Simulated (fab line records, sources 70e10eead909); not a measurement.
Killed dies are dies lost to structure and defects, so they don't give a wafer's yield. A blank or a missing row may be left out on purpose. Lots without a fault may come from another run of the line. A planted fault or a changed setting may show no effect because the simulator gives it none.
Chamber matching | flow nand_harc | NHARC_P_M1_DEP_33 on pecvd-04: 3 sister chambers
The step deposits SiCN, target thk 30 nm. 22 wafers are shown with their chamber, then 11 later ones without.

WAFERS WITH THEIR CHAMBER
wafer  | chamber | heater_power_w (W) | heater_power_outer_w (W)
L074.1 | 1       | 609                | 330
L074.5 | 2       | 479                | 281
L074.6 | 0       | 509                | 278
L075.3 | 1       | 710                | 418
L075.4 | 1       | 706                | 404
L075.6 | 0       | 479                | 258
L078.1 | 1       | 659                | 386
L078.2 | 2       | 522                | 311
L078.6 | 2       | 522                | 306
L079.2 | 0       | 539                | 292
L079.3 | 2       | 517                | 301
L079.6 | 2       | 514                | 309
L081.3 | 0       | 496                | 280
L081.5 | 0       | 496                | 277
L081.6 | 2       | 523                | 300
L082.3 | 0       | 588                | 327
L082.5 | 0       | 570                | 328
L082.6 | 2       | 500                | 302
L085.1 | 2       | 490                | 277
L085.2 | 0       | 529                | 297
L085.6 | 1       | 602                | 331
L087.1 | 0       | 535                | 296

SIGNATURES (means of the wafers above)
reading              | chamber 0 | chamber 1 | chamber 2 | scatter within a chamber
heater_power_w       | 526.78    | 657.20    | 508.38    | 34.7
heater_power_outer_w | 292.56    | 373.80    | 298.38    | 25.3
Rule: a wafer's distance from a chamber is the root of the sum, over the readings, of the square of ((its reading less the chamber's mean) divided by the reading's scatter). The wafer belongs to the nearest chamber; if the next one is less than 2 further off, it can't be placed. The scatter: the root of (the sum of the squares of (reading less its chamber's mean) over the shown wafers, divided by (wafers less chambers)).

WAFERS WITHOUT THEIR CHAMBER
wafer  | heater_power_w (W) | heater_power_outer_w (W)
L087.4 | 545                | 303
L087.6 | 653                | 367
L089.3 | 496                | 284
L089.5 | 679                | 402
L089.6 | 561                | 324
L093.3 | 514                | 311
L093.4 | 525                | 316
L093.5 | 577                | 333
L096.2 | 458                | 268
L096.3 | 686                | 417
L096.5 | 623                | 349

WHICH CHAMBER EACH WENT THROUGH
wafer  | from the rows above          | in truth
L087.4 | can't be placed: 0 or 2      | 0
L087.6 | 1                            | 1
L089.3 | can't be placed: 2 or 0      | 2
L089.5 | 1                            | 1
L089.6 | can't be placed: 0 or 2 or 1 | 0
L093.3 | can't be placed: 2 or 0      | 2
L093.4 | can't be placed: 2 or 0      | 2
L093.5 | can't be placed: 0 or 2 or 1 | 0
L096.2 | can't be placed: 2 or 0      | 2
L096.3 | 1                            | 1
L096.5 | 1                            | 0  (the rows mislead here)
Placed correctly: 3 of 11. Can't be placed from these rows: 7 (the true chamber is among the candidates in 7). Placed wrongly: 1.
